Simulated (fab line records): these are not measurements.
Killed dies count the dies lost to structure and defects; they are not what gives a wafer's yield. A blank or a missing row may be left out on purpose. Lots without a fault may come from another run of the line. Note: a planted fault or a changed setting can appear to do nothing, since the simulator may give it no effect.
fab line records | flow nandHarc | part 2 of 2: steps 28 to 42 of 42
record: lots: 5 | wafers: 15 | lastDay: 24
route steps=1159 shown P_STI@80 P_GATE@110
lots that met no fault: taken from a fault-free run of the same line
startH: hours from the record's opening day to when the first of the lot's shown wafers began | waitH: time in hours since the lot's previous step | " identical to the entry in the row above | L1.1+2: several wafers, shown together as one row | - value missing, or start not given | * or withheld: withheld | < > ~ a bound
route shown NAME@n: a module of which the file shows steps, and the number in the route of the first | usual: mean and standard deviation over wafers with no fault | same: alike in all rows | chamber/n: place in a boat | sites: the reading at each site | _std_site: the standard deviation of these | _edge_site: mean of outer sites minus mean of inner sites | radiusMm: for every site, how far away it sits from the centre of the wafer | mask NAME#n: copy n | behind: the tool/chamber that last shaped the wafer | hold: why the lot went on hold/how many hours it stayed there/how the hold came to an end | device: the transistor (n, p or np) that didn't switch | end of line: the route-end tests of the same wafers | where a step has no rows: the recipe by itself | killed: the dies lost at the first sort to structure and to defects; this is not the yield of the wafer | map: a wafer's dies, x killed, . not, _ none there
set.NAME: the setting the step ran with; set.NAME@STEP: the setting that earlier step ran with | model.NAME: the simulator's own value behind a step, which no gauge read
lots at selected steps of the route; one table per step, one row per wafer
services: the hour from which a tool's chamber was out of use, counted from the record's first day as startH (under 0 if before that day), plus the number of hours and why
== steps ==
step: NHARC_P_STI_OXIDE_40
recipe: targetThkA: 100 | tempC: 900 | oxTimeS: 1362 | material: SiO2
usual: tubeCenterTempC: 900.01/0.082 | zonePowerBottomPct: 28.5/1.4
same: oxTimeS: 1362
lot.wafer | tool       | chamber | startH | waitH | tubeCenterTempC | zonePowerBottomPct
L076.3    | furnace-06 | 0       | 76.53  | -     | 899.88          | 27.0
L076.5    | "          | 0       | "      | "     | 899.96          | 27.1
L076.6    | "          | 0       | "      | "     | 899.98          | 27.0
L083.1    | furnace-07 | 0       | 115.17 | -     | 900.06          | 29.9
L083.2    | "          | 0       | "      | "     | 899.87          | 29.8
L083.3    | "          | 0       | "      | "     | 899.97          | 30.2
L085.1    | furnace-03 | 0       | 138.74 | -     | 900.09          | 27.6
L085.2    | "          | 0       | "      | "     | 900.01          | 27.4
L085.3    | "          | 0       | "      | "     | 899.86          | 27.6
L087.1    | furnace-03 | 0       | 138.74 | -     | 900             | 27.5
L087.2    | "          | 0       | "      | "     | 899.94          | 27.2
L087.6    | "          | 0       | "      | "     | 899.77          | 27.8
L088.2    | furnace-03 | 0       | 138.74 | -     | 899.91          | 27.6
L088.3    | "          | 0       | "      | "     | 899.97          | 27.2
L088.4    | "          | 0       | "      | "     | 899.97          | 27.4
step: NHARC_P_STI_INSPECT_25
usual: rawDefectCount: 209/66
lot.wafer | tool             | chamber | startH | waitH | rawDefectCount
L076.3    | defectInspect-01 | -       | 80.58  | 0.4   | 249
L076.5    | "                | -       | "      | "     | 515
L076.6    | "                | -       | "      | "     | 250
L083.1    | defectInspect-02 | -       | 119.25 | 0.4   | 238
L083.2    | "                | -       | "      | "     | 237
L083.3    | "                | -       | "      | "     | 393
L088.2    | defectInspect-02 | -       | 142.80 | 0.4   | 149
L088.3    | "                | -       | "      | "     | 127
L088.4    | "                | -       | "      | "     | 193
L087.1    | defectInspect-01 | -       | 142.80 | 0.4   | 195
L087.2    | "                | -       | "      | "     | 377
L087.6    | "                | -       | "      | "     | 156
L085.1    | defectInspect-02 | -       | 142.80 | 0.4   | 164
L085.2    | "                | -       | "      | "     | 145
L085.3    | "                | -       | "      | "     | 264
step: NHARC_P_GATE_ETCH_69
recipe: targetDepthA: 140 | chemistry: dHF | material: SiO2
lot.wafer  | tool        | chamber | startH | waitH
L076.6+3+5 | wetBench-04 | 3,5,7   | 80.63  | 0.0
L083.2+3+1 | wetBench-04 | 0,1,5   | 119.30 | 0.0
L088.2+4+3 | wetBench-04 | 2,3,5   | 142.85 | 0.0
L087.1+2+6 | wetBench-01 | 6,1,2   | 142.85 | 0.1
L085.3+2+1 | wetBench-09 | 1,2,3   | 142.94 | 0.1
step: NHARC_P_GATE_PRECLEAN_70
recipe: timeS: * | tempC: 50 | bathAgeMin: 0 | chemistry: SC1
lot.wafer  | tool        | chamber | startH | waitH
L076.6+3+5 | wetBench-04 | 3,5,7   | 80.72  | 0.1
L083.2+3+1 | wetBench-04 | 0,1,5   | 119.39 | 0.1
L087.1+2+6 | wetBench-01 | 6,1,2   | 142.95 | 0.1
L088.2+4+3 | wetBench-04 | 2,3,5   | 142.95 | 0.1
L085.3+2+1 | wetBench-09 | 1,2,3   | 143.03 | 0.1
step: NHARC_P_GATE_SRD_01
lot.wafer  | tool        | chamber | startH | waitH
L076.6+3+5 | wetBench-04 | 3,5,7   | -      | -
L083.2+3+1 | wetBench-04 | 0,1,5   | -      | -
L087.1+2+6 | wetBench-01 | 6,1,2   | -      | -
L088.2+4+3 | wetBench-04 | 2,3,5   | -      | -
L085.3+2+1 | wetBench-09 | 1,2,3   | -      | -
step: NHARC_P_GATE_OXIDE_02
recipe: targetThkA: 375 | tempC: 950 | pH2oTorr: 720 | oxTimeS: 365 | material: SiO2
usual: tubeCenterTempC: 950/0.093 | zonePowerBottomPct: 32.1/1.6
same: oxTimeS: 365
lot.wafer | tool       | chamber | startH | waitH | tubeCenterTempC | zonePowerBottomPct
L076.3    | furnace-02 | 0       | 83.63  | -     | 949.98          | 31.7
L076.5    | "          | 0       | "      | "     | 950.05          | 31.2
L076.6    | "          | 0       | "      | "     | 949.88          | 31.5
L083.1    | furnace-05 | 0       | 125.17 | -     | 950.03          | 31.3
L083.2    | "          | 0       | "      | "     | 950.04          | 31.6
L083.3    | "          | 0       | "      | "     | 950.11          | 31.8
L085.1    | furnace-02 | 0       | 145.83 | -     | 949.98          | 31.6
L085.2    | "          | 0       | "      | "     | 950.12          | 31.1
L085.3    | "          | 0       | "      | "     | 949.98          | 31.4
L087.1    | furnace-02 | 0       | 145.83 | -     | 950.08          | 30.9
L087.2    | "          | 0       | "      | "     | 949.96          | 30.7
L087.6    | "          | 0       | "      | "     | 950.06          | 31.1
L088.2    | furnace-02 | 0       | 145.83 | -     | 950.01          | 30.4
L088.3    | "          | 0       | "      | "     | 949.91          | 30.9
L088.4    | "          | 0       | "      | "     | 950.03          | 31.4
step: NHARC_P_GATE_DEHYDRATE_03
recipe: tempC: 150 | timeS: 120
usual: plateTempC: 150.02/0.14
lot.wafer | tool          | chamber | startH | waitH | plateTempC
L076.3    | lithoTrack-07 | 0       | 88.26  | 0.4   | 149.99
L076.5    | "             | 0       | "      | "     | 149.98
L076.6    | "             | 0       | "      | "     | 149.87
L083.1    | lithoTrack-03 | 0       | 129.78 | 0.4   | 150.14
L083.2    | "             | 0       | "      | "     | 149.98
L083.3    | "             | 0       | "      | "     | 150.25
L087.1    | lithoTrack-03 | 0       | 150.34 | 0.4   | 150.12
L087.2    | "             | 0       | "      | "     | 150.04
L087.6    | "             | 0       | "      | "     | 150.11
L088.2    | lithoTrack-07 | 0       | 150.34 | 0.4   | 149.94
L088.3    | "             | 0       | "      | "     | 149.97
L088.4    | "             | 0       | "      | "     | 150.03
L085.1    | lithoTrack-02 | 0       | 150.36 | 0.4   | 150.05
L085.2    | "             | 0       | "      | "     | 149.94
L085.3    | "             | 0       | "      | "     | 149.87
step: NHARC_P_GATE_HMDS_04
recipe: timeS: 30
lot.wafer  | tool          | chamber | startH | waitH
L076.3+5+6 | lithoTrack-07 | 0       | -      | -
L083.1+2+3 | lithoTrack-03 | 0       | -      | -
L087.1+2+6 | lithoTrack-03 | 0       | -      | -
L088.2+3+4 | lithoTrack-07 | 0       | -      | -
L085.1+2+3 | lithoTrack-02 | 0       | -      | -
step: NHARC_P_GATE_COAT_05
recipe: spinRpm: 4690
lot.wafer  | tool          | chamber | startH | waitH
L076.3+5+6 | lithoTrack-07 | 0       | -      | -
L083.1+2+3 | lithoTrack-03 | 0       | -      | -
L087.1+2+6 | lithoTrack-03 | 0       | -      | -
L088.2+3+4 | lithoTrack-07 | 0       | -      | -
L085.1+2+3 | lithoTrack-02 | 0       | -      | -
step: NHARC_P_GATE_SOFTBAKE_06
recipe: tempC: 122 | timeS: 95
usual: plateTempC: 121.97/0.12
lot.wafer | tool          | chamber | startH | waitH | plateTempC
L076.3    | lithoTrack-07 | 0       | -      | -     | 121.83
L076.5    | "             | 0       | "      | "     | 122.05
L076.6    | "             | 0       | "      | "     | 122.23
L083.1    | lithoTrack-03 | 0       | -      | -     | 121.84
L083.2    | "             | 0       | "      | "     | 121.87
L083.3    | "             | 0       | "      | "     | 121.99
L087.1    | lithoTrack-03 | 0       | -      | -     | 121.91
L087.2    | "             | 0       | "      | "     | 121.95
L087.6    | "             | 0       | "      | "     | 121.93
L088.2    | lithoTrack-07 | 0       | -      | -     | 121.97
L088.3    | "             | 0       | "      | "     | 121.94
L088.4    | "             | 0       | "      | "     | 121.94
L085.1    | lithoTrack-02 | 0       | -      | -     | 121.98
L085.2    | "             | 0       | "      | "     | 122.18
L085.3    | "             | 0       | "      | "     | 122.17
step: NHARC_P_GATE_EBR_07
lot.wafer  | tool          | chamber | startH | waitH
L076.3+5+6 | lithoTrack-07 | 0       | -      | -
L083.1+2+3 | lithoTrack-03 | 0       | -      | -
L087.1+2+6 | lithoTrack-03 | 0       | -      | -
L088.2+3+4 | lithoTrack-07 | 0       | -      | -
L085.1+2+3 | lithoTrack-02 | 0       | -      | -
step: NHARC_P_GATE_EXPOSE_08
recipe: na: 0.6 | doseMj: 16.75 | maskId: P_HV
lot.wafer  | tool          | chamber | startH | waitH | mask
L076.3+5+6 | krfScanner-03 | 0       | 88.54  | -     | P_HV#0
L083.1+2+3 | krfScanner-01 | 0       | 130.09 | -     | P_HV#0
L087.1+2+6 | krfScanner-01 | 0       | 150.49 | -     | P_HV#0
L088.2+3+4 | krfScanner-04 | 0       | 150.69 | -     | P_HV#0
L085.1+2+3 | krfScanner-04 | 0       | 150.72 | -     | P_HV#0
step: NHARC_P_GATE_PEB_09
recipe: pebTempC: 118 | pebTimeS: 85
usual: plateTempC: 117.98/0.12
lot.wafer | tool          | chamber | startH | waitH | plateTempC
L076.3    | lithoTrack-03 | 0       | 88.60  | 0.1   | 117.94
L076.5    | "             | 0       | "      | "     | 117.80
L076.6    | "             | 0       | "      | "     | 117.84
L083.1    | lithoTrack-07 | 0       | 130.15 | 0.1   | 118.04
L083.2    | "             | 0       | "      | "     | 118.14
L083.3    | "             | 0       | "      | "     | 118.01
L087.1    | lithoTrack-03 | 0       | 150.55 | 0.1   | 117.94
L087.2    | "             | 0       | "      | "     | 117.74
L087.6    | "             | 0       | "      | "     | 117.86
L088.2    | lithoTrack-07 | 0       | 150.75 | 0.1   | 118.07
L088.3    | "             | 0       | "      | "     | 118.04
L088.4    | "             | 0       | "      | "     | 118.06
L085.1    | lithoTrack-03 | 0       | 150.78 | 0.1   | 117.90
L085.2    | "             | 0       | "      | "     | 118.07
L085.3    | "             | 0       | "      | "     | 118.00
step: NHARC_P_GATE_DEVELOP_10
recipe: timeS: 70
lot.wafer  | tool          | chamber | startH | waitH
L076.3+5+6 | lithoTrack-03 | 0       | -      | -
L083.1+2+3 | lithoTrack-07 | 0       | -      | -
L087.1+2+6 | lithoTrack-03 | 0       | -      | -
L088.2+3+4 | lithoTrack-07 | 0       | -      | -
L085.1+2+3 | lithoTrack-03 | 0       | -      | -
step: NHARC_P_GATE_CD_MEAS_11
recipe: targetCdNm: 1640 | landingEnergyEv: 500
usual: cdNm: 1640.7/1.6
lot.wafer | tool     | chamber | startH | waitH | cdNm
L076.3    | cdSem-03 | 0       | 88.69  | -     | 1641.6
L076.5    | "        | 0       | "      | "     | 1641.9
L076.6    | "        | 0       | "      | "     | 1642.2
L083.1    | cdSem-02 | 0       | 130.24 | -     | 1639.5
L083.2    | "        | 0       | "      | "     | 1639.1
L083.3    | "        | 0       | "      | "     | 1642.9
L087.1    | cdSem-03 | 0       | 150.64 | -     | 1643.5
L087.2    | "        | 0       | "      | "     | 1643.2
L087.6    | "        | 0       | "      | "     | 1643.2
L088.2    | cdSem-03 | 0       | 150.84 | -     | 1639.2
L088.3    | "        | 0       | "      | "     | 1638.2
L088.4    | "        | 0       | "      | "     | 1639.6
L085.1    | cdSem-02 | 0       | 150.87 | -     | 1639.2
L085.2    | "        | 0       | "      | "     | 1639.5
L085.3    | "        | 0       | "      | "     | 1641.6
== services ==
tool          | chamber | startH | hours | kind
krfScanner-02 | -       | 27.48  | 0.6   | repair
krfScanner-04 | -       | 27.76  | 0.4   | repair
wetBench-02   | -       | 33.41  | 1.6   | repair
rieSi-02      | -       | 34.00  | 9.0   | pm
wetBench-01   | -       | 37.60  | 8.0   | pm
krfScanner-02 | -       | 38.00  | 4.0   | pm
lithoTrack-03 | -       | 38.00  | 7.0   | pm
rieDiel-08    | 2       | 56.48  | 1.9   | repair
rieDiel-08    | 0       | 66.39  | 4.7   | repair
rieDiel-01    | 0       | 76.53  | 9.8   | repair
rieDiel-04    | -       | 77.74  | 0.2   | repair
cmp-01        | -       | 81.50  | 4.0   | pm
furnace-02    | -       | 97.58  | 14.2  | repair
rieDiel-08    | 3       | 104.66 | 5.9   | repair
hdpcvd-01     | -       | 111.00 | 13.0  | pm
rieDiel-04    | -       | 111.90 | 9.0   | pm
wetBench-09   | -       | 112.80 | 8.0   | pm
wetBench-04   | -       | 121.75 | 0.7   | repair
rieDiel-08    | -       | 124.80 | 9.0   | pm
krfScanner-04 | -       | 126.00 | 4.0   | pm
wetBench-06   | -       | 129.60 | 8.0   | pm
cmp-01        | -       | 131.74 | 0.9   | repair
rieDiel-01    | -       | 137.81 | 9.0   | pm
krfScanner-02 | -       | 140.40 | 0.5   | repair
